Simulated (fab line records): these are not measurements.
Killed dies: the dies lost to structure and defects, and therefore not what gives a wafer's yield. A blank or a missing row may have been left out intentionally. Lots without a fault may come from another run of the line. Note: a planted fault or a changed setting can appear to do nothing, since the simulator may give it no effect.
Struck lot and sound lot, side by side + flow nandHarc + 14 steps out of a route of 1302
Sound: these wafers, L188.3, L188.4, L188.6. Struck: wafer L211.1 (left out: L211.3, L211.4 of the same lot, which were not struck); the cause appears at the end.
Each step with rows lists, per side, the tool, then ch with its chambers, then its first start. Under that, the readings that differ: sound wafers + struck wafers + difference of the means + sigmas: that difference in standard deviations of wafers without a fault.
alike: same words and numbers on both sides, and readings whose means sit less than 2 such deviations apart. not compared: any withheld reading, any reading some wafer has no value for, any bound like >300 that may hide the same value, and any number with overlapping values for which the record gives no deviation.
The two part at a step that has a row with sigmas, a row that says differs or no value, or rows on one side only. When numbers do not overlap yet have no deviation, they are printed without sigmas and do not part them. A reading that every wafer of one side lacks parts them only if that side has two wafers or more.

first, 5 steps without rows for these wafers: NHARC_A_CONTACT_SOFTBAKE_03 (time 55 s); NHARC_A_CONTACT_EBR_04; NHARC_A_CONTACT_EXPOSE_05 (exposes mask A CC); NHARC_A_CONTACT_PEB_06 (peb time 65 s); NHARC_A_CONTACT_DEVELOP_07 (develop time 35 s).
NHARC_A_CONTACT_CD_MEAS_08: the cd target is 200 nm.
  sound on cdSem-03 ch 0, day 21 23:58; struck on cdSem-02 ch 0, day 31 02:05
  alike: cdNm
NHARC_A_CONTACT_OVL_MEAS_09:
  struck on overlay-01, day 31 02:11; sound on overlay-02, day 22 00:03
| reading         | sound       | struck | difference | sigmas |
|-----------------|-------------|--------|------------|--------|
| overlayXNm (nm) | 0.9 0.9 1.2 | -1.2   | -2.2       | -2     |
  alike: overlayYNm
NHARC_A_CONTACT_INSPECT_10:
  struck on defectInspect-02, day 31 02:13; sound on defectInspect-02, day 22 00:05
| reading        | sound    | struck | difference | sigmas |
|----------------|----------|--------|------------|--------|
| rawDefectCount | 63 75 71 | 138    | +68        | +2     |
NHARC_A_CONTACT_DESCUM_13: chemistry O2, time 3 s.
  sound on rieDiel-01 ch 0,3, day 22 00:09; struck on rieDiel-01 ch 3, day 31 02:17
  alike: drypumpMotorCurrentA, oesProductAu, rfVppV, showerheadPlenumPTorr, throttleValvePct
  not compared: rfHoursCounterH
NHARC_A_CONTACT_ETCH_88: etches the open film in CF4, target depth 39 nm, time 65 s.
  sound on rieDiel-01 ch 2,3, day 22 00:14; struck on rieDiel-01 ch 0, day 31 02:22
| reading                      | sound          | struck | difference | sigmas |
|------------------------------|----------------|--------|------------|--------|
| showerheadPlenumPTorr (Torr) | 1.70 1.75 1.70 | 1.86   | +0.14      | +2     |
  alike: drypumpMotorCurrentA, oesProductAu, rfVppV, runLengthS, throttleValvePct
  not compared: rfHoursCounterH
NHARC_A_CONTACT_ETCH_89: etches the open film in N2/H2, target depth 260 nm, time 475.3 s.
  sound: rieDiel-01 ch 1,3; struck: rieDiel-01 ch 0
  alike: drypumpMotorCurrentA, oesProductAu, rfVppV, runLengthS, showerheadPlenumPTorr, throttleValvePct
  not compared: rfHoursCounterH
NHARC_A_CONTACT_ETCH_30: etches the open film in CF4/CHF3, target depth 72.6 nm, time 36.3 s.
  sound: rieDiel-01 ch 0,2; struck: rieDiel-01 ch 1
| reading             | sound             | struck | difference | sigmas |
|---------------------|-------------------|--------|------------|--------|
| oesProductAu (a.u.) | 0.919 0.922 0.907 | 0.968  | +0.052     | +3     |
  alike: drypumpMotorCurrentA, rfVppV, runLengthS, showerheadPlenumPTorr, throttleValvePct
  not compared: rfHoursCounterH
NHARC_A_CONTACT_ETCH_31: etches the open film in O2/COS, target depth 2800 nm, time 728 s.
  sound on rieDiel-01 ch 0,3, day 22 00:44; struck on rieDiel-01 ch 0, day 31 03:06
| reading              | sound                | struck | difference | sigmas      |
|----------------------|----------------------|--------|------------|-------------|
| runLengthS (s)       | 749.2 749.3 749.5    | 586.1  | -163.2     | -99 or more |
| throttleValvePct (%) | 28.336 28.334 28.337 | 28.316 | -0.020     | -2          |
  alike: drypumpMotorCurrentA, oesProductAu, rfVppV, showerheadPlenumPTorr
  not compared: rfHoursCounterH
NHARC_A_CONTACT_ETCH_134: etches the open film in C4F8/O2/Ar, time 140 s, target depth 700 nm.
  sound on harCapEtch-02 ch 0,1, day 22 01:20; struck on harCapEtch-01 ch 1, day 31 03:37
| reading             | sound | struck | difference                   | sigmas |
|---------------------|-------|--------|------------------------------|--------|
| rfHoursCounterH (h) | - - - | 34     | no value on the sound wafers |        |
  alike: oesAirLineAu, runLengthS

== WHERE THEY PART ==
Earliest at NHARC_A_CONTACT_OVL_MEAS_09; latest, in this record, at NHARC_A_CONTACT_ETCH_134.

WHY: whatever the simulator had introduced
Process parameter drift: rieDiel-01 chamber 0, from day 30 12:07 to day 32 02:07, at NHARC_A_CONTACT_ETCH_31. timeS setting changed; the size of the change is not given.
